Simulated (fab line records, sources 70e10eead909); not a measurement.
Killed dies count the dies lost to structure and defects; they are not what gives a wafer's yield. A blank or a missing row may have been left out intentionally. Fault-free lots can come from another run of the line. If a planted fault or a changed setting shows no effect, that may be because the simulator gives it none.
The tool behind it: which one? -- flow nandHarc -- 13 lots with 39 wafers sampled at 5 steps, on a route of 1302 steps

WHAT THE GAUGES SHOWED, per wafer
NHARC_END_SORT_01. Usual: defectLimitedYield 91.1 %, standard deviation 2.9; killedAtArray 55, standard deviation 20; killedAtOther 1.1, standard deviation 1.2; killedAtPeriphery 3.8, standard deviation 2.8; killedDies 60, standard deviation 19; killedOpen 3.4, standard deviation 1.9; killedShort 2.2, standard deviation 1.5.
lot,measured,on,defectLimitedYield (%),killedAtArray,killedAtOther,killedAtPeriphery,killedDies,killedOpen,killedShort,flag
L749,day 30 09:19,prober-02,78.6 81.4 83.5,77 74 80,0 0 0,68 52 32,145 126 112,4 3 1,2 0 2,OFF
L751,day 31 17:06,prober-01,82.4 89.2 84.6,42 34 40,1 2 3,76 37 61,119 73 104,2 1 3,6 4 1,OFF

WHICH TOOL RAN EACH LOT (tool, then ch and the chambers of the sampled wafers, then the start)
lot,NHARC_P_M1_STRIP_19,NHARC_A_BONDPAD_ETCH_24,NHARC_THIN_TSV_DEP_47,NHARC_THIN_TSV_DEGAS_53
L734,"wetBench-10 ch 2,5,6, day 6 01:36","rieDiel-06 ch 0,1,2, day 23 07:26 or earlier","pecvd-04 ch 0,1,2, day 23 07:26","pvdSputter-02, day 23 10:22"
L735,"wetBench-08 ch 1,2,4, day 6 17:24","rieDiel-05 ch 0,1,2, day 24 03:20 or earlier","pecvd-04 ch 0,1, day 24 03:20","pvdSputter-02, day 24 06:13"
L738,"wetBench-08 ch 0,1,7, day 7 21:06","rieDiel-05 ch 0,3, day 25 03:25 or earlier","pecvd-01 ch 0,1,2, day 25 03:25","pvdSputter-01, day 25 06:17"
L739,"wetBench-10 ch 1,3,6, day 8 07:10","rieDiel-03 ch 0,1,2, day 25 19:50 or earlier","pecvd-04 ch 0,1,2, day 25 19:50","pvdSputter-01, day 25 22:46"
L740,"wetBench-10 ch 3,4,5, day 8 21:53","rieDiel-03 ch 0,1, day 27 02:21 or earlier","pecvd-01 ch 0,1,2, day 27 02:21","pvdSputter-02, day 27 05:17"
L743,"wetBench-10 ch 1,2,7, day 10 06:13","rieDiel-03 ch 1,2, day 28 01:38 or earlier","pecvd-04 ch 0,1, day 28 01:38","pvdSputter-02, day 28 04:35"
L745,"wetBench-08 ch 0,1,5, day 10 21:22","rieDiel-05 ch 0,1,2, day 28 02:47 or earlier","pecvd-03 ch 0,1,2, day 28 02:47","pvdSputter-01, day 28 05:47"
L747,"wetBench-08 ch 1,2,3, day 12 05:57","rieDiel-05 ch 0,2,3, day 29 22:26 or earlier","pecvd-04 ch 0,1,2, day 29 22:26","pvdSputter-01, day 30 01:21"
L749,"wetBench-10 ch 4,5,6, day 12 16:53","rieDiel-05 ch 0,3, day 29 19:53 or earlier","pecvd-03 ch 0,1, day 29 19:53","pvdSputter-01, day 29 22:47"
L750,"wetBench-08 ch 3,4,7, day 13 00:07","rieDiel-03 ch 1,3, day 29 21:03 or earlier","pecvd-01 ch 0,1, day 29 21:03","pvdSputter-01, day 30 00:04"
L751,"wetBench-10 ch 0,1,4, day 13 11:01","rieDiel-03 ch 0,1,2, day 31 00:33 or earlier","pecvd-03 ch 0,1, day 31 00:33","pvdSputter-03, day 31 03:31"
L755,"wetBench-08 ch 0,2,7, day 14 22:36","rieDiel-03 ch 1,2, day 32 05:17 or earlier","pecvd-01 ch 1,2, day 32 05:17","pvdSputter-03, day 32 08:25"
L756,"wetBench-08 ch 2,3,4, day 15 13:14","rieDiel-03 ch 0,1, day 33 00:40 or earlier","pecvd-01 ch 0,1,2, day 33 00:40","pvdSputter-02, day 33 03:36"
- NHARC_P_M1_STRIP_19: strips in post etch residue remover, time 600 s.
- NHARC_A_BONDPAD_ETCH_24: etches the open film in CF4/N2, target depth 30 nm, time 72.99 s.
- NHARC_THIN_TSV_DEP_47: deposits SiO2, target thk 200 nm.
- NHARC_THIN_TSV_DEGAS_53: time 60 s.

WHAT THE TOOLS THEMSELVES READ (means of the sampled wafers that have a number; where no wafer has one, the mark that the record gives instead)
NHARC_A_BONDPAD_ETCH_24. Usual: chamberPressureMTorr 29.999 mTorr, standard deviation 0.027; drypumpMotorCurrentA 5.6 A, standard deviation 0.44; oesProductAu 1.001 a.u., standard deviation 0.0091; rfVppV 313.0 V, standard deviation 2.2; showerheadPlenumPTorr 2.57 Torr, standard deviation 0.12; throttleValvePct 19.794 %, standard deviation 0.009.
lot,tool,chamberPressureMTorr (mTorr),drypumpMotorCurrentA (A),oesProductAu (a.u.),rfVppV (V),showerheadPlenumPTorr (Torr),throttleValvePct (%),flag
L734,rieDiel-06,30.015,5.4,1.002,313.7,2.63,19.797,
L735,rieDiel-05,29.996,5.9,1.003,316.2,2.79,19.793,
L738,rieDiel-05,29.972,5.8,0.998,315.4,2.70,19.785,
L739,rieDiel-03,29.995,5.5,0.994,311.0,2.48,19.795,
L740,rieDiel-03,29.990,5.9,0.997,311.2,2.50,19.804,
L743,rieDiel-03,29.992,5.2,0.997,311.5,2.46,19.794,
L745,rieDiel-05,29.972,5.9,1.001,317.5,2.78,19.790,
L747,rieDiel-05,29.988,5.7,1.003,315.1,2.75,19.790,
L749,rieDiel-05,30.006,5.8,0.998,315.3,2.70,19.793,
L750,rieDiel-03,29.995,5.4,1.003,311.8,2.48,19.797,
L751,rieDiel-03,29.991,5.5,0.997,310.8,2.48,19.796,
L755,rieDiel-03,29.989,5.1,0.999,311.8,2.46,19.792,
L756,rieDiel-03,29.962,5.9,0.996,311.5,2.50,19.789,

NHARC_THIN_TSV_DEP_47. Usual: flowSccm 2650 sccm, standard deviation 8.4; throttleValvePct 16.1 %, standard deviation 0.39.
lot,tool,flowSccm (sccm),throttleValvePct (%),flag
L734,pecvd-04,2657,16.1,
L735,pecvd-04,2649,15.8,
L738,pecvd-01,2639,16.1,
L739,pecvd-04,2647,16.4,
L740,pecvd-01,2653,16.1,
L743,pecvd-04,2642,16.0,
L745,pecvd-03,2646,15.8,
L747,pecvd-04,2649,16.3,
L749,pecvd-03,2653,15.9,
L750,pecvd-01,2659,16.1,
L751,pecvd-03,2646,15.9,
L755,pecvd-01,2652,16.0,
L756,pecvd-01,2648,16.2,

NHARC_THIN_TSV_DEGAS_53. Usual: heaterPowerW 467 W, standard deviation 39.
lot,tool,heaterPowerW (W),flag
L734,pvdSputter-02,436,
L735,pvdSputter-02,420,
L738,pvdSputter-01,490,
L739,pvdSputter-01,492,
L740,pvdSputter-02,444,
L743,pvdSputter-02,448,
L745,pvdSputter-01,502,
L747,pvdSputter-01,473,
L749,pvdSputter-01,472,
L750,pvdSputter-01,487,
L751,pvdSputter-03,442,
L755,pvdSputter-03,464,
L756,pvdSputter-02,427,

THE ANSWER, worked out from the rows above alone
Rule: a lot counts as off when the mean over its wafers that have a number is more than 3 standard deviations away from the usual mean. A lot without any number at a reading at which 4 lots or more have one is off too. Where the step has rows for the other lots, those lots are counted as sound. The gauges are gone through in route order, then the tools' own readings, and for those a lot's mean is taken as printed above. The first step at which some lot is off is used, and at that step the reading that is off furthest; a lot without a number counts as furthest.
Off at NHARC_END_SORT_01 (killedAtPeriphery): L749, L751. Neither off nor sound, because the step has no rows for them: L734, L735, L738, L739, L740, L743, L745, L747, L750, L755, L756.
A tool fits if, at a process step before that reading, it ran every lot that is off, and no sound lot after the first of them. Those tools and the gauges at NHARC_END_SORT_01 are tried in the same way. NHARC_A_BONDPAD_ETCH_24 gives no start for some lots, so the hours and the order of its lots are those of NHARC_THIN_TSV_DEP_47. 2 tools fit, wetBench-10 at NHARC_P_M1_STRIP_19 and pecvd-03 at NHARC_THIN_TSV_DEP_47, so this cannot tell which one it is.

WHAT THE SIMULATOR HAD PUT IN
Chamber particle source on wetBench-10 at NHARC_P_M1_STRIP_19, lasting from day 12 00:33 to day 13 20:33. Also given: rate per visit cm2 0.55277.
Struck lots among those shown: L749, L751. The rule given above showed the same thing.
